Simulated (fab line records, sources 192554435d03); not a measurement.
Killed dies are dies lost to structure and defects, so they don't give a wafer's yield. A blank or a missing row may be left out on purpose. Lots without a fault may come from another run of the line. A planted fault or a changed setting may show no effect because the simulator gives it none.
Which tool did it? | flow n5_finfet | 24 lots, 72 wafers sampled, at 6 steps of a route of 1938

WHAT THE GAUGES READ, wafer by wafer
N5_BEOL_M6_CD_MEAS_28: target cd 40 nm.
lot  | measured     | on        | cd_nm (nm)
L074 | day 9 00:38  | cd_sem-01 | 39.74 39.60 40.01
L076 | day 9 00:49  | cd_sem-02 | 40.47 40.16 39.76
L075 | day 9 01:19  | cd_sem-01 | 39.84 39.57 39.81
L077 | day 9 14:05  | cd_sem-02 | 39.66 39.88 39.79
L078 | day 9 19:40  | cd_sem-01 | 39.90 39.67 39.69
L080 | day 10 00:32 | cd_sem-01 | 40.00 39.79 40.00
L079 | day 10 04:36 | cd_sem-01 | 39.85 40.25 39.86
L081 | day 10 10:06 | cd_sem-03 | 39.66 39.49 39.74
L082 | day 10 23:12 | cd_sem-02 | 40.13 39.51 39.89
L083 | day 10 23:25 | cd_sem-01 | 39.73 39.98 39.86
L084 | day 11 03:10 | cd_sem-01 | 39.82 39.84 40.03
L085 | day 11 11:55 | cd_sem-01 | 39.89 39.60 40.09
L086 | day 12 00:41 | cd_sem-03 | 39.54 39.80 39.99
L087 | day 12 09:25 | cd_sem-02 | 39.95 39.94 39.77
L089 | day 13 04:43 | cd_sem-03 | 40.18 39.83 39.89
L088 | day 13 14:26 | cd_sem-01 | 39.83 39.71 39.86
L090 | day 13 18:13 | cd_sem-01 | 40.08 39.58 39.70
L091 | day 13 18:23 | cd_sem-01 | 40.23 39.80 40.22
L092 | day 13 21:55 | cd_sem-01 | 40.29 39.81 39.55
L093 | day 13 22:05 | cd_sem-03 | 40.19 39.83 39.73
L094 | day 14 06:13 | cd_sem-02 | 39.98 39.78 39.67
L095 | day 14 12:31 | cd_sem-02 | 39.55 39.72 39.90
L097 | day 15 00:08 | cd_sem-03 | 40.02 40.34 40.34
L096 | day 15 04:06 | cd_sem-03 | 39.91 40.08 39.85

N5_BEOL_M6_OCD_MEAS_38.
lot  | measured     | on     | trench_depth_nm (nm)
L074 | day 9 01:11  | ocd-01 | 92.7 94.5 93.4
L076 | day 9 01:35  | ocd-01 | 93.4 91.2 91.0
L075 | day 9 01:52  | ocd-02 | 91.4 92.1 95.2
L077 | day 9 14:38  | ocd-02 | 96.5 92.1 92.0
L078 | day 9 20:28  | ocd-02 | 94.1 92.7 93.6
L080 | day 10 01:05 | ocd-02 | 94.0 89.7 90.3
L079 | day 10 05:09 | ocd-02 | 92.5 95.5 95.2
L081 | day 10 10:39 | ocd-01 | 91.3 94.8 95.0
L082 | day 10 23:45 | ocd-02 | 91.2 96.0 95.0
L083 | day 11 00:38 | ocd-01 | 95.7 94.1 91.2
L084 | day 11 04:11 | ocd-01 | 93.3 89.1 92.9
L085 | day 11 12:29 | ocd-01 | 95.7 91.5 92.2
L086 | day 12 01:20 | ocd-02 | 94.5 89.7 94.7
L087 | day 12 09:58 | ocd-01 | 90.4 91.9 95.4
L089 | day 13 05:15 | ocd-01 | 91.2 94.3 94.6
L088 | day 13 14:59 | ocd-02 | 92.7 92.0 93.1
L090 | day 13 18:46 | ocd-02 | 96.7 93.1 92.7
L091 | day 13 19:13 | ocd-01 | 91.3 91.6 95.2
L092 | day 13 22:28 | ocd-02 | 93.2 93.5 97.7
L093 | day 13 22:54 | ocd-02 | 94.5 90.2 91.2
L094 | day 14 06:46 | ocd-01 | 93.1 95.1 93.7
L095 | day 14 13:04 | ocd-01 | 93.8 91.6 92.7
L097 | day 15 00:41 | ocd-02 | 94.9 90.3 95.6
L096 | day 15 05:41 | ocd-02 | 97.6 90.7 97.2

N5_BEOL_M7_OCD_MEAS_38.
lot  | measured     | on     | trench_depth_nm (nm)
L074 | day 9 09:19  | ocd-02 | 91.4 91.5 87.4
L076 | day 9 09:24  | ocd-01 | 93.6 94.7 99.0
L075 | day 9 11:49  | ocd-02 | 93.3 93.2 94.0
L077 | day 9 22:21  | ocd-02 | 91.2 92.3 87.2
L078 | day 10 05:11 | ocd-01 | 88.0 97.5 93.7
L080 | day 10 08:53 | ocd-01 | 90.3 89.4 91.4
L079 | day 10 12:22 | ocd-01 | 92.3 97.4 88.2
L081 | day 10 17:41 | ocd-02 | 92.1 91.0 89.7
L082 | day 11 10:26 | ocd-01 | 94.9 93.5 92.6
L083 | day 11 12:25 | ocd-02 | 88.0 97.1 93.1
L084 | day 11 12:31 | ocd-02 | 89.4 91.3 92.6
L085 | day 11 18:35 | ocd-02 | 91.7 91.4 90.7
L086 | day 12 11:46 | ocd-02 | 89.9 90.9 92.3
L087 | day 12 21:26 | ocd-02 | 91.8 92.3 91.9
L089 | day 13 18:52 | ocd-01 | 93.4 94.0 94.6
L088 | day 13 22:28 | ocd-01 | 93.4 87.8 95.8
L090 | day 14 07:10 | ocd-02 | 90.7 94.7 92.0
L091 | day 14 06:53 | ocd-01 | 93.5 96.7 95.1
L092 | day 14 07:23 | ocd-02 | 96.4 88.9 97.1
L093 | day 14 07:17 | ocd-01 | 93.5 93.2 94.5
L094 | day 14 16:42 | ocd-02 | 94.4 93.4 93.4
L095 | day 14 19:25 | ocd-01 | 88.2 94.8 92.2
L097 | day 15 07:40 | ocd-01 | 94.1 88.9 96.6
L096 | day 15 13:03 | ocd-01 | 91.1 89.1 93.8

WHICH TOOL RAN EACH LOT (tool, then ch and the chambers of the sampled wafers, then the start)
lot  | N5_BEOL_M7_ETCH_62                 | N5_BEOL_M7_STRIP_67                | N5_BEOL_M7_STRIP_80
L074 | rie_diel-04 ch 0,1,3, day 9 07:56  | rie_diel-04 ch 0,1,3, day 9 08:05  | rie_diel-04 ch 2,3, day 9 09:19 or earlier
L076 | rie_diel-06 ch 1,2,3, day 9 08:05  | rie_diel-06 ch 1,2,3, day 9 08:14  | rie_diel-02 ch 0,1,2, day 9 09:24 or earlier
L075 | rie_diel-04 ch 0,1,2, day 9 08:41  | rie_diel-04 ch 0,1,2, day 9 08:50  | rie_diel-06 ch 0,3, day 9 11:49 or earlier
L077 | rie_diel-06 ch 0,1, day 9 20:56    | rie_diel-06 ch 0,1, day 9 21:05    | rie_diel-04 ch 0,2,3, day 9 22:21 or earlier
L078 | rie_diel-06 ch 0,1,3, day 10 02:37 | rie_diel-06 ch 0,1,3, day 10 02:45 | rie_diel-02 ch 0,1,3, day 10 05:11 or earlier
L080 | rie_diel-06 ch 0,2,3, day 10 06:08 | rie_diel-06 ch 0,2,3, day 10 06:17 | rie_diel-04 ch 0,1,3, day 10 08:53 or earlier
L079 | rie_diel-04 ch 1,2,3, day 10 10:34 | rie_diel-04 ch 1,2,3, day 10 10:42 | rie_diel-02 ch 0,1,3, day 10 12:22 or earlier
L081 | rie_diel-04 ch 1,2,3, day 10 14:58 | rie_diel-04 ch 1,2,3, day 10 15:07 | rie_diel-04 ch 0,1,2, day 10 17:41 or earlier
L082 | rie_diel-02 ch 1,2,3, day 11 06:55 | rie_diel-02 ch 1,2,3, day 11 07:04 | rie_diel-06 ch 0,2, day 11 10:26 or earlier
L083 | rie_diel-04 ch 0,1,2, day 11 06:59 | rie_diel-04 ch 0,1,2, day 11 07:08 | rie_diel-02 ch 0,1,3, day 11 12:25 or earlier
L084 | rie_diel-06 ch 0,3, day 11 10:35   | rie_diel-06 ch 0,3, day 11 10:44   | rie_diel-04 ch 0,2, day 11 12:31 or earlier
L085 | rie_diel-04 ch 0,2, day 11 16:31   | rie_diel-04 ch 0,2, day 11 16:40   | rie_diel-04 ch 1,2, day 11 18:35 or earlier
L086 | rie_diel-04 ch 0,2, day 12 10:32   | rie_diel-04 ch 0,2, day 12 10:41   | rie_diel-04 ch 0,1,2, day 12 11:46 or earlier
L087 | rie_diel-06 ch 0,1, day 12 19:47   | rie_diel-06 ch 0,1, day 12 19:56   | rie_diel-06 ch 0,1,3, day 12 21:26 or earlier
L089 | rie_diel-06 ch 0,1, day 13 15:56   | rie_diel-06 ch 0,1, day 13 16:05   | rie_diel-06 ch 2,3, day 13 18:52 or earlier
L088 | rie_diel-02 ch 0,1, day 13 19:49   | rie_diel-02 ch 0,1, day 13 19:58   | rie_diel-02 ch 0,2,3, day 13 22:28 or earlier
L090 | rie_diel-04 ch 0,1,2, day 14 03:00 | rie_diel-04 ch 0,1,2, day 14 03:09 | rie_diel-04 ch 0,2,3, day 14 07:10 or earlier
L091 | rie_diel-06 ch 1,3, day 14 03:22   | rie_diel-06 ch 1,3, day 14 03:30   | rie_diel-02 ch 0,1,2, day 14 06:53 or earlier
L092 | rie_diel-04 ch 0,3, day 14 03:34   | rie_diel-04 ch 0,3, day 14 03:43   | rie_diel-02 ch 0,3, day 14 07:23 or earlier
L093 | rie_diel-02 ch 0,1,2, day 14 05:37 | rie_diel-02 ch 0,1,2, day 14 05:46 | rie_diel-06 ch 0,1,2, day 14 07:17 or earlier
L094 | rie_diel-06 ch 0,1, day 14 13:18   | rie_diel-06 ch 0,1, day 14 13:26   | rie_diel-06 ch 0,2, day 14 16:42 or earlier
L095 | rie_diel-02 ch 0,1,3, day 14 18:01 | rie_diel-02 ch 0,1,3, day 14 18:09 | rie_diel-02 ch 1,2,3, day 14 19:25 or earlier
L097 | rie_diel-04 ch 0,1, day 15 05:15   | rie_diel-04 ch 0,1, day 15 05:24   | rie_diel-02 ch 0,2,3, day 15 07:40 or earlier
L096 | rie_diel-04 ch 0,2,3, day 15 10:24 | rie_diel-04 ch 0,2,3, day 15 10:32 | rie_diel-04 ch 1,2,3, day 15 13:03 or earlier
- N5_BEOL_M7_ETCH_62: etches SOC in N2/H2, target depth 110 nm, overetch 22 nm, time 165 s.
- N5_BEOL_M7_STRIP_67: strips in CF4.
- N5_BEOL_M7_STRIP_80: strips in N2/H2, time 10 s.

WHAT THE TOOLS THEMSELVES READ (means of the sampled wafers that have a number; where no wafer has one, the mark that the record gives instead)
N5_BEOL_M7_ETCH_62.
lot  | tool        | drypump_motor_current_A (A) | n2_flow_sccm (sccm) | oes_product_au (a.u.) | rf_vpp_V (V) | showerhead_plenum_p_Torr (Torr) | temp_c (C) | throttle_valve_pct (%)
L074 | rie_diel-04 | 5.8                         | 200.0               | 0.61                  | 523.3        | 2.57                            | 39.94      | 17.79
L076 | rie_diel-06 | 5.6                         | 200.4               | 0.69                  | 522.7        | 2.49                            | 40.00      | 17.67
L075 | rie_diel-04 | 5.5                         | 200.2               | 0.62                  | 527.2        | 2.64                            | 39.96      | 17.75
L077 | rie_diel-06 | 5.7                         | 200.0               | 0.64                  | 525.9        | 2.62                            | 40.00      | 17.82
L078 | rie_diel-06 | 5.5                         | 200.5               | 0.63                  | 524.1        | 2.54                            | 39.93      | 17.78
L080 | rie_diel-06 | 5.7                         | 200.0               | 0.65                  | 523.0        | 2.52                            | 40.09      | 18.01
L079 | rie_diel-04 | 5.7                         | 199.5               | 0.60                  | 524.2        | 2.55                            | 40.04      | 17.76
L081 | rie_diel-04 | 5.7                         | 200.2               | 0.60                  | 524.1        | 2.55                            | 39.95      | 17.77
L082 | rie_diel-02 | 6.0                         | 199.5               | 0.59                  | 523.0        | 2.52                            | 39.97      | 17.84
L083 | rie_diel-04 | 5.5                         | 200.1               | 0.62                  | 525.3        | 2.63                            | 39.97      | 17.79
L084 | rie_diel-06 | 5.7                         | 199.9               | 0.60                  | 524.0        | 2.57                            | 40.03      | 18.13
L085 | rie_diel-04 | 5.2                         | 199.5               | 0.62                  | 526.7        | 2.64                            | 39.96      | 17.84
L086 | rie_diel-04 | 5.0                         | 199.6               | 0.61                  | 527.1        | 2.62                            | 40.14      | 17.79
L087 | rie_diel-06 | 5.6                         | 200.1               | 0.65                  | 525.8        | 2.58                            | 40.10      | 17.54
L089 | rie_diel-06 | 5.7                         | 200.0               | 0.62                  | 525.6        | 2.60                            | 40.06      | 17.86
L088 | rie_diel-02 | 6.0                         | 200.3               | 0.76                  | 525.4        | 2.59                            | 40.00      | 17.25
L090 | rie_diel-04 | 5.5                         | 199.9               | 0.60                  | 526.0        | 2.62                            | 39.92      | 17.82
L091 | rie_diel-06 | 5.3                         | 200.4               | 0.64                  | 522.8        | 2.50                            | 40.14      | 17.52
L092 | rie_diel-04 | 5.5                         | 200.7               | 0.67                  | 526.8        | 2.66                            | 39.99      | 17.75
L093 | rie_diel-02 | 5.9                         | 200.0               | 0.70                  | 523.3        | 2.53                            | 39.98      | 17.47
L094 | rie_diel-06 | 5.7                         | 200.0               | 0.62                  | 524.8        | 2.60                            | 40.03      | 17.87
L095 | rie_diel-02 | 6.0                         | 200.4               | 0.70                  | 524.6        | 2.56                            | 39.98      | 17.48
L097 | rie_diel-04 | 5.9                         | 200.1               | 0.60                  | 525.7        | 2.63                            | 39.98      | 17.83
L096 | rie_diel-04 | 5.4                         | 200.4               | 0.66                  | 527.1        | 2.65                            | 40.01      | 17.72

N5_BEOL_M7_STRIP_67.
lot  | tool        | drypump_motor_current_A (A) | oes_product_au (a.u.) | rf_vpp_V (V) | showerhead_plenum_p_Torr (Torr) | throttle_valve_pct (%)
L074 | rie_diel-04 | 5.8                         | 0.72                  | 271.0        | 1.82                            | 13.67
L076 | rie_diel-06 | 5.5                         | 0.80                  | 271.0        | 1.75                            | 13.42
L075 | rie_diel-04 | 5.5                         | 0.73                  | 272.3        | 1.86                            | 13.64
L077 | rie_diel-06 | 5.7                         | 0.75                  | 272.2        | 1.84                            | 13.64
L078 | rie_diel-06 | 5.5                         | 0.75                  | 271.2        | 1.79                            | 13.54
L080 | rie_diel-06 | 5.8                         | 0.76                  | 270.6        | 1.77                            | 13.67
L079 | rie_diel-04 | 5.7                         | 0.71                  | 271.3        | 1.82                            | 13.74
L081 | rie_diel-04 | 5.7                         | 0.71                  | 270.4        | 1.82                            | 13.74
L082 | rie_diel-02 | 6.0                         | 0.70                  | 270.9        | 1.78                            | 13.66
L083 | rie_diel-04 | 5.5                         | 0.72                  | 272.6        | 1.86                            | 13.68
L084 | rie_diel-06 | 5.7                         | 0.71                  | 271.2        | 1.80                            | 13.78
L085 | rie_diel-04 | 5.2                         | 0.73                  | 272.3        | 1.85                            | 13.70
L086 | rie_diel-04 | 5.0                         | 0.72                  | 272.1        | 1.86                            | 13.76
L087 | rie_diel-06 | 5.6                         | 0.77                  | 271.6        | 1.81                            | 13.46
L089 | rie_diel-06 | 5.7                         | 0.73                  | 271.2        | 1.83                            | 13.69
L088 | rie_diel-02 | 6.0                         | 0.90                  | 271.0        | 1.85                            | 13.28
L090 | rie_diel-04 | 5.5                         | 0.71                  | 272.5        | 1.85                            | 13.71
L091 | rie_diel-06 | 5.3                         | 0.76                  | 270.6        | 1.77                            | 13.38
L092 | rie_diel-04 | 5.5                         | 0.79                  | 273.2        | 1.87                            | 13.59
L093 | rie_diel-02 | 5.9                         | 0.84                  | 270.5        | 1.80                            | 13.38
L094 | rie_diel-06 | 5.7                         | 0.72                  | 272.9        | 1.83                            | 13.70
L095 | rie_diel-02 | 6.0                         | 0.83                  | 271.1        | 1.82                            | 13.42
L097 | rie_diel-04 | 5.9                         | 0.70                  | 272.0        | 1.85                            | 13.67
L096 | rie_diel-04 | 5.4                         | 0.77                  | 273.6        | 1.87                            | 13.65

N5_BEOL_M7_STRIP_80.
lot  | tool        | drypump_motor_current_A (A) | n2_flow_sccm (sccm) | oes_product_au (a.u.) | rf_vpp_V (V) | showerhead_plenum_p_Torr (Torr) | temp_c (C) | throttle_valve_pct (%)
L074 | rie_diel-04 | 5.2                         | 200.1               | 0.71                  | 59.1         | 2.54                            | 39.78      | 23.3
L076 | rie_diel-02 | 5.9                         | 200.5               | 0.80                  | 59.4         | 2.54                            | 40.01      | 23.3
L075 | rie_diel-06 | 5.4                         | 199.7               | 0.71                  | 59.3         | 2.51                            | 39.96      | 24.1
L077 | rie_diel-04 | 5.4                         | 199.7               | 0.71                  | 59.1         | 2.55                            | 39.99      | 23.4
L078 | rie_diel-02 | 6.0                         | 199.3               | 0.78                  | 59.2         | 2.57                            | 40.07      | 23.3
L080 | rie_diel-04 | 5.9                         | 200.6               | 0.70                  | 60.4         | 2.56                            | 40.03      | 23.5
L079 | rie_diel-02 | 6.0                         | 200.1               | 0.77                  | 59.0         | 2.57                            | 40.03      | 23.3
L081 | rie_diel-04 | 5.4                         | 199.9               | 0.72                  | 57.9         | 2.63                            | 40.09      | 23.5
L082 | rie_diel-06 | 6.0                         | 200.0               | 0.76                  | 58.9         | 2.58                            | 40.00      | 23.8
L083 | rie_diel-02 | 6.0                         | 200.5               | 0.76                  | 58.9         | 2.57                            | 40.01      | 23.3
L084 | rie_diel-04 | 5.2                         | 199.9               | 0.72                  | 58.5         | 2.64                            | 39.82      | 23.5
L085 | rie_diel-04 | 5.8                         | 199.9               | 0.70                  | 59.3         | 2.62                            | 40.07      | 23.4
L086 | rie_diel-04 | 5.5                         | 199.9               | 0.70                  | 59.0         | 2.62                            | 39.93      | 23.5
L087 | rie_diel-06 | 5.5                         | 199.9               | 0.73                  | 58.8         | 2.53                            | 39.90      | 23.6
L089 | rie_diel-06 | 5.9                         | 200.1               | 0.78                  | 58.7         | 2.45                            | 40.02      | 23.8
L088 | rie_diel-02 | 6.4                         | 199.7               | 0.76                  | 58.7         | 2.50                            | 39.98      | 23.4
L090 | rie_diel-04 | 5.4                         | 200.3               | 0.78                  | 59.5         | 2.65                            | 40.05      | 23.3
L091 | rie_diel-02 | 5.9                         | 199.9               | 0.85                  | 59.3         | 2.52                            | 40.09      | 23.2
L092 | rie_diel-02 | 6.4                         | 200.1               | 0.82                  | 59.7         | 2.55                            | 39.88      | 23.1
L093 | rie_diel-06 | 5.8                         | 200.2               | 0.77                  | 58.7         | 2.54                            | 40.03      | 23.4
L094 | rie_diel-06 | 6.0                         | 200.6               | 0.75                  | 58.4         | 2.57                            | 39.94      | 23.8
L095 | rie_diel-02 | 6.0                         | 199.8               | 0.77                  | 58.9         | 2.51                            | 40.06      | 23.5
L097 | rie_diel-02 | 6.4                         | 200.7               | 0.74                  | 58.9         | 2.50                            | 40.01      | 23.4
L096 | rie_diel-04 | 5.7                         | 200.2               | 0.76                  | 58.7         | 2.64                            | 40.11      | 23.3

THE ANSWER, worked out from the rows above alone
Rule: what is usual is taken from the lots themselves. Put in order of their means at a reading, lots are off if they are a third of the lots or fewer, leave a main group of 4 or more, and stand apart from it by a gap of 3 or more times the standard deviation of the main group's means; of several such gaps the widest counts. A main group whose means are all the same, to the digits that the tables above print for the reading, isn't used. A lot without any number at a reading at which 4 lots or more have one is off too. The other lots that the step has rows for count as sound. The gauges are gone through in route order, then the tools' own readings, and for those a lot's mean is taken as printed above. The first step at which some lot is off is used, and at that step the reading that is off furthest; a lot without a number counts as furthest.
No lot is off at any reading shown: from this, nothing can be told.

WHAT THE SIMULATOR HAD PUT IN
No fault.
